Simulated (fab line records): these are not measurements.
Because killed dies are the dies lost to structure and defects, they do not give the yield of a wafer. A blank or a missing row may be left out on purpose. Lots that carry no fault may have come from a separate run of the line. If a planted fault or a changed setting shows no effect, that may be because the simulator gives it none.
Chamber matching / flow n5-finfet / N5_FIN_SAQP_HM_OPEN_33 on rie-diel-06 has 4 sister chambers
The step chemistry CH3F/O2, target SiNx, target depth 49.4 nm, time 70.6 s. 14 wafers are shown with their chamber, then 6 later ones without.

EACH WAFER AND ITS CHAMBER
wafer=L369.3; chamber=2; rf-vpp-V (V)=307; showerhead-plenum-p-Torr (Torr)=2.00; throttle-valve-pct (%)=16.37
wafer=L369.5; chamber=1; rf-vpp-V (V)=295; showerhead-plenum-p-Torr (Torr)=2.06; throttle-valve-pct (%)=16.49
wafer=L369.6; chamber=0; rf-vpp-V (V)=302; showerhead-plenum-p-Torr (Torr)=2.04; throttle-valve-pct (%)=16.55
wafer=L371.1; chamber=0; rf-vpp-V (V)=301; showerhead-plenum-p-Torr (Torr)=2.04; throttle-valve-pct (%)=16.55
wafer=L371.2; chamber=3; rf-vpp-V (V)=290; showerhead-plenum-p-Torr (Torr)=2.00; throttle-valve-pct (%)=16.31
wafer=L371.6; chamber=0; rf-vpp-V (V)=300; showerhead-plenum-p-Torr (Torr)=2.04; throttle-valve-pct (%)=16.56
wafer=L372.2; chamber=2; rf-vpp-V (V)=307; showerhead-plenum-p-Torr (Torr)=2.00; throttle-valve-pct (%)=16.39
wafer=L372.6; chamber=0; rf-vpp-V (V)=302; showerhead-plenum-p-Torr (Torr)=2.04; throttle-valve-pct (%)=16.57
wafer=L379.1; chamber=1; rf-vpp-V (V)=296; showerhead-plenum-p-Torr (Torr)=2.05; throttle-valve-pct (%)=16.03
wafer=L379.5; chamber=0; rf-vpp-V (V)=300; showerhead-plenum-p-Torr (Torr)=2.03; throttle-valve-pct (%)=16.11
wafer=L379.6; chamber=3; rf-vpp-V (V)=290; showerhead-plenum-p-Torr (Torr)=1.99; throttle-valve-pct (%)=16.35
wafer=L382.2; chamber=0; rf-vpp-V (V)=301; showerhead-plenum-p-Torr (Torr)=2.03; throttle-valve-pct (%)=16.12
wafer=L382.5; chamber=2; rf-vpp-V (V)=307; showerhead-plenum-p-Torr (Torr)=1.99; throttle-valve-pct (%)=16.42
wafer=L382.6; chamber=1; rf-vpp-V (V)=295; showerhead-plenum-p-Torr (Torr)=2.05; throttle-valve-pct (%)=16.04

SIGNATURES, as means of the wafers listed above
reading=rf-vpp-V; chamber 0=301.00; chamber 1=295.33; chamber 2=307.00; chamber 3=290.00; scatter within a chamber=0.683
reading=showerhead-plenum-p-Torr; chamber 0=2.0367; chamber 1=2.0533; chamber 2=1.9967; chamber 3=1.9950; scatter within a chamber=0.00563
reading=throttle-valve-pct; chamber 0=16.4100; chamber 1=16.1867; chamber 2=16.3933; chamber 3=16.3300; scatter within a chamber=0.2
Rule: a wafer lies at a distance from a chamber equal to the root of the sum of squares, over the readings, of (its reading less the chamber's mean, divided by the reading's scatter). If the next closest chamber is less than 2 further off than the closest, the wafer can't be placed; otherwise it belongs to the closest. The scatter: the root of (the sum of the squares of (reading less its chamber's mean) over the shown wafers, divided by (wafers less chambers)).

WAFERS WITH NO CHAMBER GIVEN
wafer=L385.1; rf-vpp-V (V)=290; showerhead-plenum-p-Torr (Torr)=1.99; throttle-valve-pct (%)=16.38
wafer=L385.3; rf-vpp-V (V)=301; showerhead-plenum-p-Torr (Torr)=2.03; throttle-valve-pct (%)=16.13
wafer=L385.5; rf-vpp-V (V)=301; showerhead-plenum-p-Torr (Torr)=2.03; throttle-valve-pct (%)=16.15
wafer=L391.1; rf-vpp-V (V)=290; showerhead-plenum-p-Torr (Torr)=1.99; throttle-valve-pct (%)=16.42
wafer=L391.3; rf-vpp-V (V)=305; showerhead-plenum-p-Torr (Torr)=1.98; throttle-valve-pct (%)=16.45
wafer=L391.4; rf-vpp-V (V)=300; showerhead-plenum-p-Torr (Torr)=2.03; throttle-valve-pct (%)=16.15

WHICH CHAMBER EACH WENT THROUGH
wafer=L385.1; from the rows above=3; in truth=3
wafer=L385.3; from the rows above=0; in truth=0
wafer=L385.5; from the rows above=0; in truth=0
wafer=L391.1; from the rows above=3; in truth=3
wafer=L391.3; from the rows above=2; in truth=2
wafer=L391.4; from the rows above=0; in truth=0
Correct placement for 6 of the 6. Not placeable from these rows: 0. Wrongly placed: 0.
